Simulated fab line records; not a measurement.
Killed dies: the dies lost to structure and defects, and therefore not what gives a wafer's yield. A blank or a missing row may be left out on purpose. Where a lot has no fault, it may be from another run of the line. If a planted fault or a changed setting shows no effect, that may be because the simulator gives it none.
Matching of chambers || flow n5Finfet || N5_STI_FIN_REVEAL_CMP_04 on cmp-03: 4 sister chambers
The step polishes, stops on Si3N4, t overpolish 4 s, target thk 131.83 nm. 4 wafers are shown with their chamber, then 8 later ones without.

## WAFERS PAIRED WITH THEIR CHAMBERS
{"wafer": "L080.5", "chamber": 2, "motorCurrentA (A)": 8.5}
{"wafer": "L087.3", "chamber": 1, "motorCurrentA (A)": 11.6}
{"wafer": "L087.5", "chamber": 3, "motorCurrentA (A)": 8.9}
{"wafer": "L092.1", "chamber": 0, "motorCurrentA (A)": 9.2}

## WAFERS WITH NO CHAMBER GIVEN
{"wafer": "L092.2", "motorCurrentA (A)": 11.9}
{"wafer": "L092.5", "motorCurrentA (A)": 9.0}
{"wafer": "L094.1", "motorCurrentA (A)": 7.9}
{"wafer": "L094.4", "motorCurrentA (A)": 11.8}
{"wafer": "L094.5", "motorCurrentA (A)": 8.2}
{"wafer": "L097.4", "motorCurrentA (A)": 12.1}
{"wafer": "L097.5", "motorCurrentA (A)": 9.0}
{"wafer": "L097.6", "motorCurrentA (A)": 8.7}

## CHAMBER TAKEN BY EACH
{"wafer": "L092.2", "from the rows above": 1, "in truth": 1}
{"wafer": "L092.5", "from the rows above": "can't be placed: 3 or 0 or 2", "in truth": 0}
{"wafer": "L094.1", "from the rows above": "can't be placed: 2 or 3", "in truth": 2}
{"wafer": "L094.4", "from the rows above": 1, "in truth": 1}
{"wafer": "L094.5", "from the rows above": "can't be placed: 2 or 3", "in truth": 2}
{"wafer": "L097.4", "from the rows above": 1, "in truth": 1}
{"wafer": "L097.5", "from the rows above": "can't be placed: 3 or 0 or 2", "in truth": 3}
{"wafer": "L097.6", "from the rows above": "can't be placed: 2 or 3 or 0", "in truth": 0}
Placed correctly: 3 of 8. Cannot be placed on the basis of these rows: 5; the candidates contain the true chamber in 5. Wrongly placed: 0.
How it was worked out, from the rows above alone: a wafer's distance from a chamber is the root of the sum, over the readings, of the square of ((its reading less the chamber's mean) divided by the reading's scatter). The wafer belongs to the nearest chamber; if the next one is less than 2 further off, it can't be placed. Each chamber's mean is taken over the wafers shown for it. The scatter: with one shown wafer a chamber, the root of the mean of the squares of how far each hidden wafer lies from its nearest shown one.
